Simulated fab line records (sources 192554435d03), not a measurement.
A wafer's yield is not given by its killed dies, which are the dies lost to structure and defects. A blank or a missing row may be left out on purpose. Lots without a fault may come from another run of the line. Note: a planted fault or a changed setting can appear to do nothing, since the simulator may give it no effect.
A struck lot beside a sound one ; flow n5_finfet ; 44 steps out of a route of 1938
Sound: these wafers, L355.2, L355.4, L355.6. Struck: wafer L368.5. (L368.6 of the same lot was not struck and is left out.) The cause comes at the end.
Each step with rows lists, per side, the tool, then ch with its chambers, then its first start. Under that, the readings that differ: sound wafers ; struck wafers ; difference of the means ; sigmas: that difference in standard deviations of wafers without a fault.
alike: readings with means less than 2 such deviations apart, plus words and numbers identical on both sides. not compared: withheld readings, readings lacking a value on some wafer, bounds such as >300 that could conceal the same value, and numbers that have no deviation in the record and whose values overlap.
Wherever a step has rows on one side only, a row that says differs or no value, or a row with sigmas, the two part there. Non-overlapping numbers with no deviation appear without sigmas and do not part them. A reading that every wafer of one side lacks parts them only if that side has two wafers or more.

N5_BEOL_M1_INSPECT_30: inspects for defects (brightfield).
  sound on defect_inspect-01, day 8 08:20; struck on defect_inspect-02, day 11 02:44
  alike: raw_defect_count
then, 1 step without rows for these wafers: N5_BEOL_M1_DESCUM_33 (chemistry O2, time 7 s).
N5_BEOL_M1_ETCH_77: etches underlayer in N2/H2, target depth 6.5 nm, time 5.2 s.
  sound on rie_diel-05 ch 0,2, day 8 08:25; struck on rie_diel-03 ch 1, day 11 02:53
reading;sound;struck;difference;sigmas
drypump_motor_current_A (A);5.9 5.9 5.9;4.8;-1.1;-2
  alike: etch_rf_on_time_s, oes_product_au, rf_vpp_V, showerhead_plenum_p_Torr, throttle_valve_pct
  not compared: rf_hours_counter_h
N5_BEOL_M1_ETCH_69: etches SiARC in CF4, target depth 15.6 nm, time 26 s.
  sound on rie_diel-05 ch 0,2, day 8 08:26; struck on rie_diel-03 ch 1, day 11 02:56
reading;sound;struck;difference;sigmas
drypump_motor_current_A (A);5.9 5.8 5.9;4.8;-1.1;-2
  alike: etch_rf_on_time_s, oes_product_au, rf_vpp_V, showerhead_plenum_p_Torr, throttle_valve_pct
  not compared: rf_hours_counter_h
then, 8 steps without rows for these wafers: N5_BEOL_M1_ALD_98 (deposits SiO2, target thk 2.5 nm, pulse time 1 s, co reactant pulse time 1 s); N5_BEOL_M1_ETCHBACK_99 (etches SiO2 in CHF3, target depth 5 nm, time 10.4 s); N5_BEOL_M1_ETCH_70 (etches SOC in N2/H2, target depth 80 nm, overetch 16 nm, time 120 s); N5_BEOL_M1_STRIP_71 (strips in N2/H2); N5_BEOL_M1_STRIP_78 (strips in N2/H2); N5_BEOL_M1_VIA_ETCH_34 (etches the open film in C4F6/O2, target depth 67.8 nm, time 64.4 s); N5_BEOL_M1_STRIP_83 (strips in C4F6/O2); N5_BEOL_M1_STRIP_36 (strips in N2/H2).
N5_BEOL_M1_TRENCH_ETCH_37: etches SiOC in C4F6/O2, target depth 55.207 nm, time 29 s.
  sound on rie_diel-05 ch 0,2,3, day 8 15:46; struck on rie_diel-03 ch 2, day 11 04:32
reading;sound;struck;difference;sigmas
model.BEOL_M1.feature_depth_nm (nm);57 56.8 54.6;75.6;+19.5;
model.etch.depth_nm (nm);56.99 56.74 54.63;75.7;+19.6;
model.TiN_of_BEOL_M1_HM_DEP_02.thk_nm (nm);17.8 17.6 17.6;16.8;-0.9;
  alike: drypump_motor_current_A, oes_product_au, rf_vpp_V, showerhead_plenum_p_Torr, throttle_valve_pct
  not compared: rf_hours_counter_h
then, 2 steps without rows for these wafers: N5_BEOL_M1_ETCH_41 (etches SiCN in CH3F/O2, target depth 31.9 nm, time 57.8 s); N5_BEOL_M1_STRIP_97 (strips in N2/H2, time 10 s).
N5_BEOL_M1_OCD_MEAS_38:
  sound on ocd-02, day 8 15:56; struck on ocd-01, day 11 04:41
reading;sound;struck;difference;sigmas
trench_depth_nm (nm);57.3 56.7 54.7;75.4;+19.2;+19
then, 4 steps without rows for these wafers: N5_BEOL_M1_HM_STRIP_39 (strips TiN in peroxide tin strip, target depth 25 nm, time 158 s); N5_BEOL_M1_SRD_40 (time 30 s); N5_BEOL_M1_PRECLEAN_42 (cleans in residue remover, time 60 s); N5_BEOL_M1_SRD_43 (time 30 s).
N5_BEOL_M1_CD_MEAS_35: target cd 18 nm, target cd y 21 nm.
  sound on cd_sem-01, day 8 16:05; struck on cd_sem-03, day 11 04:50
  alike: cd_nm
then, 12 steps without rows for these wafers: N5_BEOL_M1_DEGAS_44 (time 60 s); N5_BEOL_M1_PRE_CLEAN_45 (time 30 s); N5_BEOL_M1_ALD_84 (deposits TaN, pulse time 2 s, purge time 3 s, co reactant purge time 2 s); N5_BEOL_M1_SURFACE_TREAT_85; N5_BEOL_M1_CVD_47 (deposits Co from CCTBA/H2, target thk 3 nm, time 223.8 s); N5_BEOL_M1_SPUTTER_48 (material Cu, target thk 4.5 nm, time 8.29 s); N5_BEOL_M1_ANNEAL_49 (time 240 s); N5_BEOL_M1_SPUTTER_79 (material Cu, target thk 4.5 nm, time 8.29 s); N5_BEOL_M1_ANNEAL_80 (time 240 s); N5_BEOL_M1_SPUTTER_81 (material Cu, target thk 4.5 nm, time 8.29 s); N5_BEOL_M1_ANNEAL_82 (time 240 s); N5_BEOL_M1_SPUTTER_86 (material Cu, target thk 4.5 nm, time 8.29 s).
N5_BEOL_M1_ANNEAL_87: time 240 s.
  sound on pvd_sputter-03, day 8 18:17; struck on pvd_sputter-02, day 11 07:05
  alike: heater_power_w
then, 2 steps without rows for these wafers: N5_BEOL_M1_SPUTTER_88 (material Cu, target thk 4.5 nm, time 8.29 s); N5_BEOL_M1_ANNEAL_89 (time 240 s).
N5_BEOL_M1_SPUTTER_90: material Cu, target thk 4.5 nm, time 8.29 s.
  sound on pvd_sputter-03, day 8 18:38; struck on pvd_sputter-02, day 11 07:25
  alike: throttle_valve_pct
then, 1 step without rows for these wafers: N5_BEOL_M1_ANNEAL_91 (time 240 s).
N5_BEOL_M1_SPUTTER_92: material Cu, target thk 4.5 nm, time 8.29 s.
  sound on pvd_sputter-03, day 8 18:52; struck on pvd_sputter-02, day 11 07:38
  alike: throttle_valve_pct
then, 3 steps without rows for these wafers: N5_BEOL_M1_ANNEAL_93 (time 240 s); N5_BEOL_M1_SPUTTER_94 (material Cu, target thk 4.5 nm, time 8.29 s); N5_BEOL_M1_ANNEAL_95 (time 240 s).
N5_BEOL_M4_RC_MEAS_101:
  sound on prober-01 ch 0, day 10 03:56; struck on prober-02 ch 0, day 13 02:47
reading;sound;struck;difference;sigmas
CHAIN_V0 (ohm/link);228 253 256;205;-41;-3
CHAIN_V0_max_site (ohm/link);234 263 265;215;-39;-3
  alike: DIBL_N, DIBL_P, IOFF_N, IOFF_P, ION_N, ION_P, SS_N, SS_P, VT_N, VT_P
-- record jumps: 4 days separate the struck wafers' starts on either side; left off in module BEOL_M4, taken up again in module PASSIVATION, whose first shown step is the route's number 1936 --
N5_PASSIVATION_PROBE_49:
  sound on prober-02, day 14 13:38; struck on prober-02, day 17 06:57
  alike: defect_limited_yield, killed_at_M0_to_M3, killed_at_M4_up, killed_at_contacts, killed_at_front_end, killed_at_other, killed_dies, killed_open, killed_short, sort_bin_5_function, sort_bin_6_memory, sort_n_pass, sort_yield_pct

== WHERE THEY PART ==
First at N5_BEOL_M1_ETCH_77; last, within this record, at N5_BEOL_M4_RC_MEAS_101. Later steps at which nothing parts them and some readings are alike: N5_PASSIVATION_PROBE_49.

WHY: what the simulator had put in
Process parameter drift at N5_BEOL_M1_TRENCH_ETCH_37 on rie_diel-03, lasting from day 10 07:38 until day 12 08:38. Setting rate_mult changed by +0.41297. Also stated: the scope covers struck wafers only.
